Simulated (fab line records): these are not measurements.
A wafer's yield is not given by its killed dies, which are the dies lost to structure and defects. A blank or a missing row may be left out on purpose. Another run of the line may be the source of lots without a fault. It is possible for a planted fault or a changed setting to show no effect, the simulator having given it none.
A lot that was struck, set against a sound lot + flow n5-finfet + 20 out of 1938 route steps
Sound: wafers L211.1, L211.2, L211.4. Struck: wafers L226.1, L226.4, L226.5. The cause comes at the end.
Each step with rows lists, per side, the tool, then ch with its chambers, then its first start. Under that, the readings that differ: sound wafers + struck wafers + difference of the means + sigmas: that difference in standard deviations of wafers without a fault.
alike: readings with means less than 2 such deviations apart, plus words and numbers identical on both sides. not compared: withheld readings, readings lacking a value on some wafer, bounds such as >300 that could conceal the same value, and numbers that have no deviation in the record and whose values overlap.
The two part at a step that has a row with sigmas, a row that says differs or no value, or rows on one side only. Non-overlapping numbers with no deviation appear without sigmas and do not part them. A reading that every wafer of one side lacks parts them only if that side has two wafers or more.

N5_BEOL_M11_CMP_52: polishes, stops on SiCOH lowk, t overpolish 7 s, target thk 140 nm.
  sound on cmp-04 ch 1,2,3, day 11 06:32; struck on cmp-04 ch 0,1,2, day 15 00:24
  alike: barrier-field-endpoint-s, motor-current-A, overpolish-run-s, platen-rpm, slurry-flow-ml-min, time-to-endpoint-s
N5_BEOL_M11_THK_MEAS_53: measures by xrf.
  sound on film-metro-01 at day 11 06:50; struck on film-metro-01 at day 15 00:41
  alike: M11_THK
then, 1 step without rows for these wafers: N5_BEOL_M11_PRE_CLEAN_55 (time 15 s).
N5_BEOL_M11_DEP_56: deposits SiCN from 3MS/NH3, target thk 30 nm, time 10.5 s.
  sound on pecvd-02 ch 0,1,2, day 11 06:54; struck on pecvd-01 ch 1,2, day 15 00:46
  alike: showerhead-plenum-p-Torr, throttle-valve-pct
N5_BEOL_M11_RS_MEAS_57: a four-point-probe measurement.
  sound on film-metro-01 at day 11 06:58; struck on film-metro-02 at day 15 00:50
  alike: M11_RS
N5_BEOL_M11_INSPECT_58: inspects for defects (darkfield).
  sound on defect-inspect-01 at day 11 06:59; struck on defect-inspect-01 at day 15 00:52
  alike: raw-defect-count
N5_BEOL_M12_ILD_DEP_00: deposits SiOC from DEMS/O2, target thk 658.92 nm, time 130.7 s.
  sound on pecvd-01 ch 1,2, day 11 07:02; struck on pecvd-03 ch 0,1,2, day 15 00:55
  alike: heater-power-outer-w, heater-power-w, showerhead-plenum-p-Torr, susceptor-temp-C, throttle-valve-pct
N5_BEOL_M12_THK_MEAS_01:
  sound on film-metro-01 at day 11 07:10; struck on film-metro-02 at day 15 01:02
  alike: M12_ILD_THK
then, 4 steps without rows for these wafers: N5_BEOL_M12_COAT_58 (time 60 s, resist thk 89 nm); N5_BEOL_M12_COAT_04 (resist thk 400 nm); N5_BEOL_M12_EBR_06; N5_BEOL_M12_SOFTBAKE_05 (time 60 s).
N5_BEOL_M12_EXPOSE_07: exposes mask V11.
  sound on krf-scanner-01 ch 0, day 11 07:25; struck on krf-scanner-02 ch 0, day 15 01:10
| reading                          | sound       | struck         | difference | sigmas |
|----------------------------------|-------------|----------------|------------|--------|
| model.BEOL_M12.overlay-x-nm (nm) | 2.2 2.2 2.2 | 23.4 23.4 23.4 | +21.2      |        |
  alike: mask
then, 3 steps without rows for these wafers: N5_BEOL_M12_PEB_08 (peb time 90 s); N5_BEOL_M12_DEVELOP_09 (develop time 45 s); N5_BEOL_M12_HARDBAKE_14 (time 120 s).
N5_BEOL_M12_CD_MEAS_10 targets a cd of 140 nm.
  sound on cd-sem-01 ch 0, day 11 07:35; struck on cd-sem-01 ch 0, day 15 01:20
  alike: cd-nm
N5_BEOL_M12_OVL_MEAS_11:
  sound on overlay-01 ch 0, day 11 07:37; struck on overlay-01 ch 0, day 15 01:22
| reading      | sound   | struck   | difference | sigmas |
|--------------|---------|----------|------------|--------|
| V11_OVL (nm) | 9 -2 -2 | 13 22 18 | +16        | +3     |
N5_BEOL_M12_INSPECT_12: inspects for defects (macro).
  sound on defect-inspect-01 at day 11 07:38; struck on defect-inspect-01 at day 15 01:23
  alike: raw-defect-count
N5_PASSIVATION_PROBE_49:
  sound on prober-02 at day 13 04:01; struck on prober-02 at day 16 20:14
| reading             | sound    | struck   | difference | sigmas |
|---------------------|----------|----------|------------|--------|
| killed-at-front-end | 37 39 25 | 67 59 50 | +25        | +2     |
  alike: defect-limited-yield, killed_at_M0_to_M3, killed_at_M4_up, killed-at-contacts, killed-at-other, killed-dies, killed-open, killed-short, sort_bin_5_function, sort_bin_6_memory, sort-n-pass, sort-yield-pct

== WHERE THEY PART ==
Earliest at N5_BEOL_M12_OVL_MEAS_11; latest, in this record, at N5_PASSIVATION_PROBE_49.

WHY: what had been put in by the simulator
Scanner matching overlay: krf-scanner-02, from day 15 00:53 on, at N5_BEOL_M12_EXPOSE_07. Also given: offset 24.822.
